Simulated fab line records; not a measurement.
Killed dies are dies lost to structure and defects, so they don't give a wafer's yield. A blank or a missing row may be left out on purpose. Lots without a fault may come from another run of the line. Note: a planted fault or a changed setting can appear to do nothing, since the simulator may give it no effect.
The tool behind it: which one?    flow n5-finfet    27 wafers sampled from 9 lots at 1 step of a route of 1938

WHAT THE GAUGES READ, wafer by wafer
N5_BEOL_M4_RC_MEAS_101. Usual: DIBL_N 36.0 mV/V, standard deviation 1.4; DIBL_P 36.0 mV/V, standard deviation 1.5; IOFF_N 0.160 nA/um, standard deviation 0.026; IOFF_P 0.22 nA/um, standard deviation 0.032; ION_N 674 uA/um, standard deviation 10; ION_P 464 uA/um, standard deviation 6.9; SS_N 71.5 mV/dec, standard deviation 0.56; SS_P 73.3 mV/dec, standard deviation 0.59; VT_N 249.5 mV, standard deviation 2.9; VT_P -249.2 mV, standard deviation 3.
lot   measured      on         DIBL_N (mV/V)   DIBL_P (mV/V)   IOFF_N (nA/um)     IOFF_P (nA/um)  ION_N (uA/um)  ION_P (uA/um)  SS_N (mV/dec)   SS_P (mV/dec)   VT_N (mV)          VT_P (mV)             flag
L172  day 8 01:47   prober-01  37.0 37.5 39.1  35.9 36.7 38.5  0.143 0.148 0.185  0.21 0.22 0.26  676 671 681    461 461 461    71.8 71.2 72.4  72.7 73.5 74.2  252.6 249.8 250.0  -250.7 -251.8 -247.3  
L176  day 11 09:19  prober-02  36.0 33.6 34.1  36.3 33.3 33.2  0.146 0.115 0.117  0.21 0.17 0.16  660 651 643    461 452 450    70.8 70.3 70.9  72.8 72.7 72.8  251.4 253.7 252.2  -249.7 -251.9 -255.2  
L181  day 11 09:31  prober-01  36.0 34.8 36.1  36.7 35.1 36.3  0.182 0.161 0.184  0.25 0.22 0.25  693 685 683    479 471 467    71.0 71.4 71.5  73.2 73.1 72.9  243.4 248.1 246.3  -244.7 -247.0 -244.7  
L182  day 12 02:32  prober-02  35.6 38.0 37.7  34.9 38.2 38.4  0.138 0.181 0.170  0.20 0.25 0.25  660 688 672    460 472 465    70.9 71.8 71.3  73.2 73.6 73.4  250.5 247.7 248.6  -250.8 -247.1 -249.1  
L185  day 12 06:18  prober-01  35.4 36.4 35.7  35.2 35.4 35.3  0.133 0.146 0.138  0.20 0.21 0.22  672 672 671    464 458 466    70.9 71.6 70.9  73.1 72.9 73.0  252.5 251.4 253.0  -249.9 -250.0 -249.8  
L191  day 13 12:23  prober-01  37.2 40.2 37.8  36.4 40.3 37.3  0.174 0.250 0.182  0.23 0.32 0.25  691 692 686    470 476 478    72.1 72.2 72.6  73.7 74.3 73.4  247.3 242.1 246.4  -248.0 -242.5 -244.6  
L189  day 13 17:49  prober-01  36.7 35.8 35.5  36.3 35.0 35.0  0.156 0.146 0.132  0.22 0.20 0.19  672 675 663    460 462 455    71.7 71.3 71.2  74.0 73.5 73.4  248.6 250.2 251.6  -251.5 -253.3 -255.1  
L193  day 13 19:51  prober-02  36.9 32.7 36.4  37.2 32.8 36.9  0.193 0.125 0.185  0.25 0.17 0.23  681 667 674    468 462 456    72.2 71.1 71.6  73.8 72.2 74.1  246.9 252.0 246.7  -249.1 -252.9 -248.4  
L194  day 14 11:16  prober-02  35.6 35.2 36.3  36.2 35.8 36.8  0.162 0.156 0.168  0.23 0.22 0.23  684 686 684    475 474 471    70.9 71.2 70.6  73.4 72.5 73.9  247.1 247.3 246.5  -247.2 -246.0 -246.6  

EACH LOT AND THE TOOL THAT RAN IT (in order: tool; ch and the chambers of the sampled wafers; start)
The record shows no process step preceding these readings.

WHAT THE TOOLS THEMSELVES READ (means of the sampled wafers that have a number; where no wafer has one, the mark that the record gives instead)
The record holds no such reading with a usual standard deviation.

THE ANSWER, worked out from the rows above alone
Rule: a lot counts as off when the mean over its wafers that have a number is more than 3 standard deviations away from the usual mean. A lot without any number at a reading at which 4 lots or more have one is off too. Where the step has rows for the other lots, those lots are counted as sound. After the gauges, taken in route order, come the tools' own readings; for these a lot's mean is taken, as printed above. At the first step where some lot is off, the reading lying furthest off is the one used; lots without a number count as furthest.
Across all readings shown, no lot is off: no conclusion can be drawn from this.

WHAT HAD BEEN PUT IN BY THE SIMULATOR
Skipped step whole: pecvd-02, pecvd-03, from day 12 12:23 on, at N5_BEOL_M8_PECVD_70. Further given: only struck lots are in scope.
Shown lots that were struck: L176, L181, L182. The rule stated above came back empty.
